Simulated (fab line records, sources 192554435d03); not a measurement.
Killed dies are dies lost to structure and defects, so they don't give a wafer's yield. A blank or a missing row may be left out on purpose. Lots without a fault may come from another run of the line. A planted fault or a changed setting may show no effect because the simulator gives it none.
Chamber matching | flow n5_finfet | N5_BEOL_M10_ILD_DEP_00 on pecvd-02: 3 sister chambers
The step deposits SiCOH lowk from DEMS/porogen, target thk 308.51 nm, time 58 s. 22 wafers are shown with their chamber, then 11 later ones without.

WAFERS WITH THEIR CHAMBER
wafer  | chamber | throttle_valve_pct (%) | heater_power_w (W) | showerhead_plenum_p_Torr (Torr)
L076.2 | 2       | 13.0                   | 315                | 5.762
L076.4 | 0       | 15.5                   | 303                | 5.752
L076.6 | 2       | 13.3                   | 326                | 5.758
L082.1 | 1       | 14.6                   | 299                | 5.729
L082.3 | 0       | 15.6                   | 299                | 5.751
L082.6 | 0       | 15.5                   | 304                | 5.753
L081.2 | 1       | 14.6                   | 305                | 5.751
L081.3 | 0       | 15.6                   | 308                | 5.752
L081.4 | 1       | 14.1                   | 245                | 5.748
L084.2 | 2       | 13.2                   | 336                | 5.737
L084.3 | 1       | 14.4                   | 295                | 5.758
L084.6 | 1       | 14.3                   | 295                | 5.735
L086.4 | 1       | 14.3                   | 265                | 5.725
L086.5 | 2       | 13.0                   | 341                | 5.754
L086.6 | 0       | 15.6                   | 311                | 5.759
L089.1 | 1       | 14.4                   | 305                | 5.733
L089.2 | 0       | 15.6                   | 272                | 5.748
L089.4 | 2       | 13.3                   | 275                | 5.736
L090.2 | 2       | 13.1                   | 298                | 5.729
L090.3 | 0       | 15.7                   | 301                | 5.750
L090.5 | 0       | 16.0                   | 307                | 5.751
L088.1 | 0       | 16.0                   | 287                | 5.762

SIGNATURES (means of the wafers above)
reading                  | chamber 0 | chamber 1 | chamber 2 | scatter within a chamber
throttle_valve_pct       | 15.678    | 14.386    | 13.150    | 0.175
heater_power_w           | 299.11    | 287.00    | 315.17    | 19.9
showerhead_plenum_p_Torr | 5.75311   | 5.73986   | 5.74600   | 0.0103
Rule: a wafer's distance from a chamber is the root of the sum, over the readings, of the square of ((its reading less the chamber's mean) divided by the reading's scatter). The wafer belongs to the nearest chamber; if the next one is less than 2 further off, it can't be placed. The scatter: the root of (the sum of the squares of (reading less its chamber's mean) over the shown wafers, divided by (wafers less chambers)).

WAFERS WITHOUT THEIR CHAMBER
wafer  | throttle_valve_pct (%) | heater_power_w (W) | showerhead_plenum_p_Torr (Torr)
L088.4 | 14.2                   | 266                | 5.746
L088.6 | 13.2                   | 315                | 5.751
L091.1 | 14.4                   | 308                | 5.728
L091.3 | 15.8                   | 290                | 5.742
L091.6 | 15.8                   | 298                | 5.753
L093.2 | 13.4                   | 296                | 5.745
L093.4 | 13.1                   | 308                | 5.768
L093.6 | 15.7                   | 261                | 5.746
L095.2 | 13.6                   | 309                | 5.763
L095.4 | 13.5                   | 318                | 5.737
L095.6 | 14.3                   | 284                | 5.750

WHICH CHAMBER EACH WENT THROUGH
wafer  | from the rows above | in truth
L088.4 | 1                   | 1
L088.6 | 2                   | 2
L091.1 | 1                   | 1
L091.3 | 0                   | 0
L091.6 | 0                   | 0
L093.2 | 2                   | 2
L093.4 | 2                   | 2
L093.6 | 0                   | 0
L095.2 | 2                   | 2
L095.4 | 2                   | 2
L095.6 | 1                   | 1
Placed correctly: 11 of 11. Can't be placed from these rows: 0. Placed wrongly: 0.
